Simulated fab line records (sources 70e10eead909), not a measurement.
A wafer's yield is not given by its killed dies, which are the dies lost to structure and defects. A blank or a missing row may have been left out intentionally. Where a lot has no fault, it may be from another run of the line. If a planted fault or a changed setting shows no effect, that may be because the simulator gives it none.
What tool caused it?    flow nand-harc    Sampling: 11 lots, 31 wafers, 5 of 1302 route steps

== WHAT THE GAUGES READ, wafer by wafer ==
NHARC_END_SORT_01. Usual: killed-at-array 53, standard deviation 18; killed-at-other 0.8, standard deviation 1.1; killed-at-periphery 4.1, standard deviation 2.7; killed-dies 58, standard deviation 18; killed-open 3.1, standard deviation 1.7; killed-short 2.7, standard deviation 1.7.
lot   measured      on         killed-at-array  killed-at-other  killed-at-periphery  killed-dies  killed-open  killed-short  flag
L393  day 28 12:13  prober-02  35 39 56         1 0 0            4 7 5                40 46 61     3 5 5        3 0 4         
L396  day 28 22:02  prober-01  62 55 59         0 0 0            4 4 3                66 59 62     3 5 4        1 2 2         
L397  day 30 09:52  prober-01  53 39 55         1 0 1            1 0 1                55 39 57     0 1 6        6 3 7         
L405  day 33 02:50  prober-02  51 671 45        3 2 3            1 4 3                55 677 51    2 5 2        2 4 3         OFF
L407  day 34 11:28  prober-02  673              1                3                    677          2            4             OFF

== WHICH TOOL RAN EACH LOT (tool, then ch and the chambers of the sampled wafers, then the start) ==
lot   NHARC_A_STAIRCASE_TRIM_224                     NHARC_A_STAIRCASE_TRIM_226          NHARC_A_STAIRCASE_TRIM_229          NHARC_A_STAIRCASE_TRIM_235
L385  rie-diel-13 ch 1,2, day 16 17:20 or earlier    rie-diel-13 ch 0,3, day 16 17:20    rie-diel-13 ch 0,1,2, day 16 17:40  rie-diel-13 ch 1,2,3, no start
L387  rie-diel-10 ch 0,1,3, day 16 18:50 or earlier  rie-diel-10 ch 2,3, day 16 18:50    rie-diel-13 ch 1,2,3, day 16 19:12  rie-diel-13 ch 0,2,3, no start
L388  rie-diel-13 ch 0,2,3, day 18 02:40 or earlier  rie-diel-13 ch 0,1,2, day 18 02:40  rie-diel-11 ch 1,3, day 18 03:02    rie-diel-11 ch 0,2, no start
L389  rie-diel-13 ch 2,3, day 18 03:59 or earlier    rie-diel-13 ch 0,3, day 18 03:59    rie-diel-13 ch 0,2,3, day 18 04:22  rie-diel-13 ch 0,3, no start
L393  rie-diel-10 ch 0,1,2, day 19 21:58 or earlier  rie-diel-10 ch 1,2, day 19 21:58    rie-diel-11 ch 0,2,3, day 19 22:47  rie-diel-11 ch 1,2,3, day 28 12:13 or earlier
L396  rie-diel-13 ch 0,2,3, day 20 12:34 or earlier  rie-diel-13 ch 1,2,3, day 20 12:34  rie-diel-10 ch 1,2,3, day 20 12:55  rie-diel-10 ch 1,2,3, day 28 22:02 or earlier
L397  rie-diel-13 ch 0,1,3, day 22 05:08 or earlier  rie-diel-13 ch 0,2,3, day 22 05:08  rie-diel-11 ch 1,2, day 22 05:28    rie-diel-11 ch 0,2,3, day 30 09:52 or earlier
L400  rie-diel-10 ch 0,2,3, day 23 05:29 or earlier  rie-diel-10 ch 0,1,3, day 23 05:29  rie-diel-13 ch 0,3, day 23 05:55    rie-diel-13 ch 3, no start
L401  rie-diel-10 ch 0,2, day 23 05:37 or earlier    rie-diel-10 ch 1,2, day 23 05:37    rie-diel-11 ch 0,1, day 23 05:57    rie-diel-11 ch 1,2,3, no start
L405  rie-diel-10 ch 0,1,2, day 25 00:29 or earlier  rie-diel-10 ch 1,2,3, day 25 00:29  rie-diel-10 ch 0,1,3, day 25 01:17  rie-diel-10 ch 0,2,3, day 33 02:50 or earlier
L407  rie-diel-10 ch 2, day 25 19:44 or earlier      rie-diel-10 ch 3, day 25 19:44      rie-diel-11 ch 3, day 25 20:01      rie-diel-11 ch 0, day 34 11:28 or earlier
- NHARC_A_STAIRCASE_TRIM_224: chemistry O2, time 211.2 s.
- NHARC_A_STAIRCASE_TRIM_226: chemistry O2, time 211.2 s.
- NHARC_A_STAIRCASE_TRIM_229: chemistry O2, time 211.2 s.
- NHARC_A_STAIRCASE_TRIM_235: chemistry O2, time 211.2 s.

== WHAT THE TOOLS THEMSELVES READ (means of the sampled wafers that have a number; where no wafer has one, the mark that the record gives instead) ==
NHARC_A_STAIRCASE_TRIM_224. Usual: drypump-motor-current-A 5.74 A, standard deviation 0.28; mfc-ar-sccm 0.014 sccm, standard deviation 0.011; oes-product-au 0.999 a.u., standard deviation 0.01; rf-vpp-V 57.5 V, standard deviation 0.92; showerhead-plenum-p-Torr 3.45 Torr, standard deviation 0.14; throttle-valve-pct 17.035 %, standard deviation 0.0093.
lot   tool         drypump-motor-current-A (A)  mfc-ar-sccm (sccm)  oes-product-au (a.u.)  rf-vpp-V (V)  showerhead-plenum-p-Torr (Torr)  throttle-valve-pct (%)  flag
L385  rie-diel-13  6.01                         0.019               0.999                  56.6          3.31                             17.033                  
L387  rie-diel-10  5.75                         0.012               1.003                  56.6          3.48                             17.030                  
L388  rie-diel-13  5.80                         0.016               0.998                  56.5          3.39                             17.040                  
L389  rie-diel-13  5.69                         0.015               0.991                  56.8          3.36                             17.036                  
L393  rie-diel-10  5.50                         0.021               1.010                  58.5          3.61                             17.033                  
L396  rie-diel-13  5.80                         0.016               0.989                  57.8          3.38                             17.045                  
L397  rie-diel-13  5.60                         0.018               0.987                  57.4          3.39                             17.026                  
L400  rie-diel-10  5.65                         0.009               0.997                  57.0          3.55                             17.044                  
L401  rie-diel-10  5.41                         0.019               1.010                  58.0          3.69                             17.037                  
L405  rie-diel-10  5.48                         0.021               1.001                  57.5          3.59                             17.027                  
L407  rie-diel-10  5.33                         0.028               1.013                  59.2          3.78                             17.059                  

NHARC_A_STAIRCASE_TRIM_226. Usual: drypump-motor-current-A 5.74 A, standard deviation 0.29; mfc-ar-sccm 0.015 sccm, standard deviation 0.011; oes-product-au 0.998 a.u., standard deviation 0.0092; rf-vpp-V 57.5 V, standard deviation 0.9; showerhead-plenum-p-Torr 3.45 Torr, standard deviation 0.15; throttle-valve-pct 17.036 %, standard deviation 0.0098.
lot   tool         drypump-motor-current-A (A)  mfc-ar-sccm (sccm)  oes-product-au (a.u.)  rf-vpp-V (V)  showerhead-plenum-p-Torr (Torr)  throttle-valve-pct (%)  flag
L385  rie-diel-13  5.54                         0.015               0.998                  57.4          3.44                             17.034                  
L387  rie-diel-10  5.55                         0.019               1.001                  56.6          3.31                             17.041                  
L388  rie-diel-13  5.87                         0.019               0.996                  57.3          3.36                             17.032                  
L389  rie-diel-13  5.54                         0.015               0.983                  57.7          3.43                             17.045                  
L393  rie-diel-10  5.46                         0.033               0.999                  57.4          3.62                             17.031                  
L396  rie-diel-13  5.77                         0.018               0.997                  56.7          3.33                             17.032                  
L397  rie-diel-13  5.79                         0.016               0.995                  56.6          3.37                             17.034                  
L400  rie-diel-10  5.72                         0.012               1.005                  57.5          3.45                             17.034                  
L401  rie-diel-10  5.48                         0.033               0.998                  58.6          3.60                             17.042                  
L405  rie-diel-10  5.64                         0.021               1.091                  57.1          3.55                             17.037                  OFF
L407  rie-diel-10  6.04                         0.000               1.266                  56.3          3.36                             17.027                  OFF

NHARC_A_STAIRCASE_TRIM_229. Usual: drypump-motor-current-A 5.79 A, standard deviation 0.29; mfc-ar-sccm 0.010 sccm, standard deviation 0.011; oes-product-au 0.996 a.u., standard deviation 0.0095; rf-vpp-V 57.7 V, standard deviation 0.9; showerhead-plenum-p-Torr 3.48 Torr, standard deviation 0.15; throttle-valve-pct 17.036 %, standard deviation 0.0094.
lot   tool         drypump-motor-current-A (A)  mfc-ar-sccm (sccm)  oes-product-au (a.u.)  rf-vpp-V (V)  showerhead-plenum-p-Torr (Torr)  throttle-valve-pct (%)  flag
L385  rie-diel-13  5.86                         0.019               0.999                  57.7          3.37                             17.029                  
L387  rie-diel-13  5.78                         0.018               0.994                  58.0          3.35                             17.033                  
L388  rie-diel-11  5.62                         0.005               0.998                  58.1          3.54                             17.039                  
L389  rie-diel-13  5.80                         0.016               0.990                  56.5          3.39                             17.047                  
L393  rie-diel-11  6.02                         0.000               0.997                  58.5          3.56                             17.035                  
L396  rie-diel-10  5.62                         0.021               1.002                  57.9          3.57                             17.032                  
L397  rie-diel-11  5.79                         0.002               0.986                  57.8          3.46                             17.043                  
L400  rie-diel-13  5.55                         0.015               0.993                  57.7          3.41                             17.037                  
L401  rie-diel-11  5.97                         0.002               0.990                  57.8          3.71                             17.042                  
L405  rie-diel-10  5.72                         0.012               0.998                  57.8          3.45                             17.035                  
L407  rie-diel-11  5.95                         0.000               0.991                  56.9          3.44                             17.027                  

NHARC_A_STAIRCASE_TRIM_235. Usual: drypump-motor-current-A 5.78 A, standard deviation 0.29; mfc-ar-sccm 0.010 sccm, standard deviation 0.011; oes-product-au 0.997 a.u., standard deviation 0.0089; rf-vpp-V 57.7 V, standard deviation 0.85; showerhead-plenum-p-Torr 3.47 Torr, standard deviation 0.15; throttle-valve-pct 17.038 %, standard deviation 0.0097.
lot   tool         drypump-motor-current-A (A)  mfc-ar-sccm (sccm)  oes-product-au (a.u.)  rf-vpp-V (V)  showerhead-plenum-p-Torr (Torr)  throttle-valve-pct (%)  flag
L385  rie-diel-13  5.77                         0.018               0.997                  57.1          3.35                             17.038                  
L387  rie-diel-13  5.80                         0.016               1.006                  57.8          3.40                             17.039                  
L388  rie-diel-11  6.02                         0.000               0.991                  57.2          3.38                             17.038                  
L389  rie-diel-13  5.54                         0.015               0.995                  58.2          3.43                             17.032                  
L393  rie-diel-11  5.78                         0.002               0.991                  58.2          3.48                             17.034                  
L396  rie-diel-10  5.66                         0.021               1.005                  58.0          3.57                             17.023                  
L397  rie-diel-11  6.02                         0.000               0.992                  57.8          3.55                             17.039                  
L400  rie-diel-13  5.43                         0.014               0.995                  57.8          3.38                             17.032                  
L401  rie-diel-11  5.78                         0.002               0.995                  58.2          3.47                             17.041                  
L405  rie-diel-10  5.64                         0.009               0.998                  58.2          3.54                             17.043                  
L407  rie-diel-11  6.20                         0.000               1.004                  57.4          3.78                             17.058                  

== THE ANSWER, worked out from the rows above alone ==
Rule: a lot is off if the mean of its wafers that have a number lies more than 3 standard deviations from the usual mean. A lot without any number at a reading at which 4 lots or more have one is off too. The other lots that the step has rows for count as sound. The gauges are gone through in route order, then the tools' own readings, and for those a lot's mean is taken as printed above. At the first step where some lot is off, the reading lying furthest off is the one used; lots without a number count as furthest.
Off, at NHARC_END_SORT_01 on killed-at-array: L405, L407. Neither off nor sound, because the step has no rows for them: L385, L387, L388, L389, L400, L401.
A tool fits if, at a process step before that reading, it ran every lot that is off, and no sound lot after the first of them. Not tried: the gauges at NHARC_END_SORT_01; whatever is off there is also off at NHARC_A_STAIRCASE_TRIM_226, on other tools, and gauge error can't account for it. Because NHARC_A_STAIRCASE_TRIM_224 lacks a start for some lots, the hours and order of its lots are taken from NHARC_A_STAIRCASE_TRIM_226. Because NHARC_A_STAIRCASE_TRIM_235 lacks a start for some lots, the hours and order of its lots are taken from NHARC_END_SORT_01. One fits: rie-diel-10 at NHARC_A_STAIRCASE_TRIM_224 and NHARC_A_STAIRCASE_TRIM_226. At NHARC_A_STAIRCASE_TRIM_224 its last sound lot is L393 (day 19 21:58), its first lot that is off L405 (day 25 00:29): a fault that began between those two fits.

== WHAT THE SIMULATOR HAD PUT IN ==
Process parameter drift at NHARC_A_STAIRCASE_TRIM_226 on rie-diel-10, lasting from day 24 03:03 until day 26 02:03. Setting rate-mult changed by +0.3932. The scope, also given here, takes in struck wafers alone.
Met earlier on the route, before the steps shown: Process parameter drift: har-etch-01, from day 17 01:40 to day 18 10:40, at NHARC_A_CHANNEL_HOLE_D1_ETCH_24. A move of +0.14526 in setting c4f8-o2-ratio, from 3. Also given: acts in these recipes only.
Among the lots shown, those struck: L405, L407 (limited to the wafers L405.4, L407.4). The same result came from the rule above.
